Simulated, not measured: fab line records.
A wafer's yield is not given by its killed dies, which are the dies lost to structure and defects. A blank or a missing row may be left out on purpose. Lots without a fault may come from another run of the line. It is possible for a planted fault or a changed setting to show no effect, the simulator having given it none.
fab line records    flow n5Finfet    part 2 of 2: steps 23 to 32 of 32
record lots=5  wafers=15  lastDay=13
route steps=1938 shown ZERO_LAYER@9 WELL_APT@20
lots with no fault: from the same line, run without faults
startH: hours from the record's first day to the start of the lot's first wafer shown    waitH: hours from the lot's prior step to this one    " same as the row above    L1.1+2: a row that stands for several wafers    - no value, or no start was given    * or withheld: withheld    < > ~ a bound
route shown NAME@n: a module of which the file shows steps, and the number in the route of the first    usual: mean and standard deviation over wafers with no fault    same: alike in all rows    chamber/n: place in a boat    sites: the reading at each site    _std_site: the standard deviation of these    _edge_site: the outer-site mean with the inner-site mean subtracted    radiusMm: for every site, how far away it sits from the centre of the wafer    mask NAME#n: copy n    behind: the last tool/chamber to shape the wafer    hold: the reason the lot was held/the length of the hold in hours/how it ended    device: the transistor (n, p or np) that didn't switch    end of line: tests run on the same wafers once the route is complete    a step with no rows: only its recipe    killed: the dies lost at the first sort to structure and to defects; this is not the yield of the wafer    map: shows each die of a wafer: x if killed, . if not, _ if none is there
set.NAME: the run value of the setting; set.NAME@STEP: its run value at that earlier step    model.NAME: the simulator's own value behind a step, which no gauge read
lots at selected steps of the route; one table per step, one row per wafer
services: the hour from which a tool's chamber was out of use, counted from the record's first day as startH (under 0 if before that day), plus the number of hours and why
## steps
# step N5_WELL_APT_DESCUM_13
# recipe chemistry=O2  timeS=7.9  sourcePowerW=50  biasPowerW=20  pressureMtorr=20  rfFrequencyHz=2.712e+07  tempC=40  o2FlowSccm=225
# usual drypumpMotorCurrentA=5.8/0.44  oesProductAu=0.77/0.082  rfVppV=243.4/1.2  showerheadPlenumPTorr=2.10/0.065  throttleValvePct=20.31/0.26
lot.wafer  tool        chamber  startH  waitH  drypumpMotorCurrentA  oesProductAu  rfHoursCounterH  rfVppV  showerheadPlenumPTorr  throttleValvePct
L076.2     rieDiel-02  1        26.34   0.6    4.8                   0.74          173              241.8   2.00                   20.26
L076.5     "           3        "       "      5.8                   0.88          -                242.3   2.13                   20.30
L076.6     "           2        "       "      5.6                   0.70          -                245.0   2.16                   20.88
L078.3     rieDiel-02  2        37.76   0.1    5.6                   0.69          222              243.0   2.16                   20.90
L078.4     "           3        "       "      5.8                   0.87          42               243.6   2.13                   20.30
L078.6     "           0        "       "      5.5                   0.87          -                243.7   2.12                   19.87
L080.2     rieDiel-02  3        49.81   0.1    5.9                   0.86          46               244.2   2.12                   20.32
L080.4     "           1        "       "      4.8                   0.73          182              241.5   2.00                   20.27
L080.6     "           0        "       "      5.5                   0.86          -                243.1   2.11                   19.86
L082.1     rieDiel-03  0        62.28   0.5    6.3                   0.71          221              243.3   2.07                   20.21
L082.2     "           1        "       "      5.8                   0.74          165              243.9   2.18                   20.34
L082.6     "           3        "       "      6.3                   0.73          -                242.2   2.08                   20.71
L083.1     rieDiel-03  3        68.06   0.2    6.3                   0.72          208              244.2   2.08                   20.71
L083.2     "           0        "       "      6.3                   0.70          224              241.8   2.07                   20.21
L083.4     "           1        "       "      5.8                   0.74          167              244.7   2.18                   20.35
# step N5_WELL_APT_IMPLANT_14
# recipe species=P  energyKev=160  doseCm2=1.5e+13  tiltDeg=0  rotationDeg=0
# usual beamEnergyKeV=160.00/0.047  endStationPressureTorr=5.2e-06/3.1e-07  rotationDeg=-0.002/0.018
lot.wafer  tool          chamber  startH  waitH  beamEnergyKeV  endStationPressureTorr  rotationDeg
L076.2     implanter-01  0        26.47   0.1    159.88         4.9e-06                 -0.008
L076.5     "             0        "       "      159.94         5.3e-06                 -0.028
L076.6     "             0        "       "      159.97         5.2e-06                 0.003
L078.3     implanter-02  0        37.92   0.1    159.99         5.4e-06                 0.005
L078.4     "             0        "       "      160.03         5.2e-06                 -0.016
L078.6     "             0        "       "      160.01         4.6e-06                 0.005
L080.2     implanter-02  0        49.94   0.1    159.89         5.1e-06                 -0.026
L080.4     "             0        "       "      159.97         4.8e-06                 -0.011
L080.6     "             0        "       "      159.98         5.3e-06                 0.030
L082.1     implanter-02  0        62.38   0.1    160.01         4.9e-06                 0.009
L082.2     "             0        "       "      159.98         5.1e-06                 -0.006
L082.6     "             0        "       "      159.98         5.6e-06                 0.010
L083.1     implanter-01  0        68.16   0.1    160.00         5.5e-06                 -0.025
L083.2     "             0        "       "      160.06         5.6e-06                 -0.004
L083.4     "             0        "       "      160.01         4.9e-06                 -0.023
# step N5_WELL_APT_IMPLANT_15
# recipe species=As  energyKev=25  doseCm2=1.5e+13  tiltDeg=0  rotationDeg=0
# usual beamEnergyKeV=24.999/0.0085  endStationPressureTorr=5.16e-06/2.6e-07  rotationDeg=0.003/0.017
lot.wafer  tool          chamber  startH  waitH  beamEnergyKeV  endStationPressureTorr  rotationDeg
L076.2     implanter-01  0        26.65   0.1    24.991         5.39e-06                -0.023
L076.5     "             0        "       "      24.980         5.28e-06                -0.027
L076.6     "             0        "       "      24.994         5.1e-06                 -0.008
L078.3     implanter-02  0        38.10   0.1    25.008         5.12e-06                0.010
L078.4     "             0        "       "      25.010         4.84e-06                0.024
L078.6     "             0        "       "      25.001         4.86e-06                -0.017
L080.2     implanter-02  0        50.12   0.1    24.997         5.16e-06                0.009
L080.4     "             0        "       "      24.995         5.22e-06                0.003
L080.6     "             0        "       "      24.989         4.85e-06                0.013
L082.1     implanter-02  0        62.56   0.1    25.012         5.33e-06                0.018
L082.2     "             0        "       "      25.009         5.21e-06                0.035
L082.6     "             0        "       "      25.007         5.61e-06                0.007
L083.1     implanter-01  0        68.34   0.1    24.996         5.28e-06                -0.008
L083.2     "             0        "       "      25.000         4.87e-06                -0.015
L083.4     "             0        "       "      24.995         5.28e-06                -0.013
# step N5_WELL_APT_STRIP_16
# recipe chemistry=SPM  timeS=900  tempC=130  h2so4H2o2VolRatio=4  dry=ipaMarangoni
lot.wafer   tool         chamber  startH  waitH
L076.2+5+6  wetBench-04  2,5,1    26.82   0.1
L078.3+4+6  wetBench-03  7,2,3    38.24   0.1
L080.2+4+6  wetBench-01  6,5,1    50.29   0.1
L082.1+2+6  wetBench-01  2,6,5    62.76   0.2
L083.1+2+4  wetBench-01  0,2,3    68.55   0.2
# step N5_WELL_APT_HMDS_18
# recipe timeS=60  tempC=120
# usual exhaustPa=44.9/0.97
lot.wafer  tool           chamber  startH  waitH  exhaustPa
L076.2     lithoTrack-03  0        27.10   0.0    45.2
L076.5     "              0        "       "      45.5
L076.6     "              0        "       "      45.2
L078.3     lithoTrack-03  0        38.52   0.0    44.6
L078.4     "              0        "       "      43.5
L078.6     "              0        "       "      42.9
L080.2     lithoTrack-04  0        50.57   0.0    46.8
L080.4     "              0        "       "      45.7
L080.6     "              0        "       "      46.0
L082.1     lithoTrack-02  0        63.06   0.0    46.5
L082.2     "              0        "       "      46.5
L082.6     "              0        "       "      44.6
L083.1     lithoTrack-03  0        68.84   0.0    45.3
L083.2     "              0        "       "      45.9
L083.4     "              0        "       "      46.5
# step N5_WELL_APT_COAT_19
# recipe spinRpm=1357  resistThkNm=950
# usual exhaustPa=44.8/0.91
lot.wafer  tool           chamber  startH  waitH  exhaustPa
L076.2     lithoTrack-03  0        -       -      44.8
L076.5     "              0        "       "      44.7
L076.6     "              0        "       "      45.1
L078.3     lithoTrack-03  0        -       -      44.7
L078.4     "              0        "       "      45.3
L078.6     "              0        "       "      44.0
L080.2     lithoTrack-04  0        -       -      45.1
L080.4     "              0        "       "      43.1
L080.6     "              0        "       "      43.4
L082.1     lithoTrack-02  0        -       -      44.5
L082.2     "              0        "       "      44.6
L082.6     "              0        "       "      45.0
L083.1     lithoTrack-03  0        -       -      46.7
L083.2     "              0        "       "      44.9
L083.4     "              0        "       "      44.7
# step N5_WELL_APT_EBR_21
# recipe solvent=PGMEA  ebrWidthMm=1.5
# usual exhaustPa=45.1/0.83
lot.wafer  tool           chamber  startH  waitH  exhaustPa
L076.2     lithoTrack-03  0        -       -      44.6
L076.5     "              0        "       "      44.5
L076.6     "              0        "       "      44.9
L078.3     lithoTrack-03  0        -       -      44.4
L078.4     "              0        "       "      44.4
L078.6     "              0        "       "      46.0
L080.2     lithoTrack-04  0        -       -      44.3
L080.4     "              0        "       "      44.5
L080.6     "              0        "       "      44.4
L082.1     lithoTrack-02  0        -       -      45.2
L082.2     "              0        "       "      44.1
L082.6     "              0        "       "      45.4
L083.1     lithoTrack-03  0        -       -      44.9
L083.2     "              0        "       "      44.5
L083.4     "              0        "       "      44.3
# step N5_WELL_APT_SOFTBAKE_20
# recipe tempC=130  timeS=60
# usual exhaustPa=45.2/0.87
lot.wafer  tool           chamber  startH  waitH  exhaustPa
L076.2     lithoTrack-03  0        -       -      43.6
L076.5     "              0        "       "      44.5
L076.6     "              0        "       "      44.0
L078.3     lithoTrack-03  0        -       -      42.8
L078.4     "              0        "       "      44.5
L078.6     "              0        "       "      44.7
L080.2     lithoTrack-04  0        -       -      45.0
L080.4     "              0        "       "      44.8
L080.6     "              0        "       "      44.4
L082.1     lithoTrack-02  0        -       -      46.2
L082.2     "              0        "       "      45.2
L082.6     "              0        "       "      44.2
L083.1     lithoTrack-03  0        -       -      46.2
L083.2     "              0        "       "      46.1
L083.4     "              0        "       "      46.9
# step N5_WELL_APT_EXPOSE_22
# recipe maskId=PWELL  na=0.8  sourceShape=conventional  sigmaOuter=0.8  polarization=unpolarized  defocusNm=0  targetCdNm=200  doseMj=23.2
# usual focusOffsetNm=0.0/0.53
# same na=0.8
lot.wafer  tool           chamber  startH  waitH  mask     focusOffsetNm
L076.2     krfScanner-01  0        27.33   -      PWELL#0  -0.7
L076.5     "              0        "       "      PWELL#0  0.5
L076.6     "              0        "       "      PWELL#0  -0.1
L078.3     krfScanner-02  0        38.76   -      PWELL#0  1.4
L078.4     "              0        "       "      PWELL#0  0.3
L078.6     "              0        "       "      PWELL#0  0.0
L080.2     krfScanner-02  0        50.80   -      PWELL#0  -0.5
L080.4     "              0        "       "      PWELL#0  -0.1
L080.6     "              0        "       "      PWELL#0  -0.6
L082.1     krfScanner-01  0        63.16   -      PWELL#0  0.0
L082.2     "              0        "       "      PWELL#0  -0.2
L082.6     "              0        "       "      PWELL#0  0.2
L083.1     krfScanner-01  0        68.94   -      PWELL#0  0.2
L083.2     "              0        "       "      PWELL#0  0.2
L083.4     "              0        "       "      PWELL#0  0.2
# step N5_WELL_APT_PEB_23
# recipe pebTempC=130  pebTimeS=90
# usual exhaustPa=45.2/0.88
# same pebTimeS=90
lot.wafer  tool           chamber  startH  waitH  exhaustPa
L076.2     lithoTrack-02  0        27.38   0.0    45.8
L076.5     "              0        "       "      46.3
L076.6     "              0        "       "      47.0
L078.3     lithoTrack-03  0        38.80   0.0    46.1
L078.4     "              0        "       "      44.0
L078.6     "              0        "       "      44.4
L080.2     lithoTrack-04  0        50.85   0.0    45.6
L080.4     "              0        "       "      44.7
L080.6     "              0        "       "      45.0
L082.1     lithoTrack-02  0        63.22   0.1    45.7
L082.2     "              0        "       "      45.1
L082.6     "              0        "       "      44.6
L083.1     lithoTrack-03  0        69.00   0.1    44.4
L083.2     "              0        "       "      43.8
L083.4     "              0        "       "      43.3
## services
tool            chamber  startH  hours  kind
krfScanner-02   -        1.37    1.3    pm
implanter-02    -        1.79    1.0    repair
krfScanner-01   -        3.27    4.4    pm
rieDiel-05      2        4.31    -      clean
implanter-01    -        6.34    3.6    pm
krfScanner-01   -        9.16    1.4    repair
rieDiel-04      -        11.16   2.8    pm
rieDiel-04      0        14.81   8.2    repair
wetBench-06     -        16.74   0.7    repair
implanter-01    -        20.60   2.1    repair
rieDiel-04      3        21.27   132.0  repair
rieDiel-03      2        21.36   5.5    repair
krfScanner-01   -        21.71   0.8    pm
krfScanner-02   -        33.69   0.5    repair
rieDiel-03      0        37.52   13.5   repair
implanter-02    -        41.10   6.2    repair
krfScanner-01   -        42.28   0.8    pm
krfScanner-02   0        51.83   -      calibration
wetBench-04     -        52.58   2.1    repair
krfScanner-02   -        54.34   3.6    pm
rieDiel-06      -        58.10   2.8    pm
plasmaAsher-02  -        61.55   14.6   pm
krfScanner-02   -        62.30   1.0    pm
krfScanner-02   -        63.34   0.7    repair
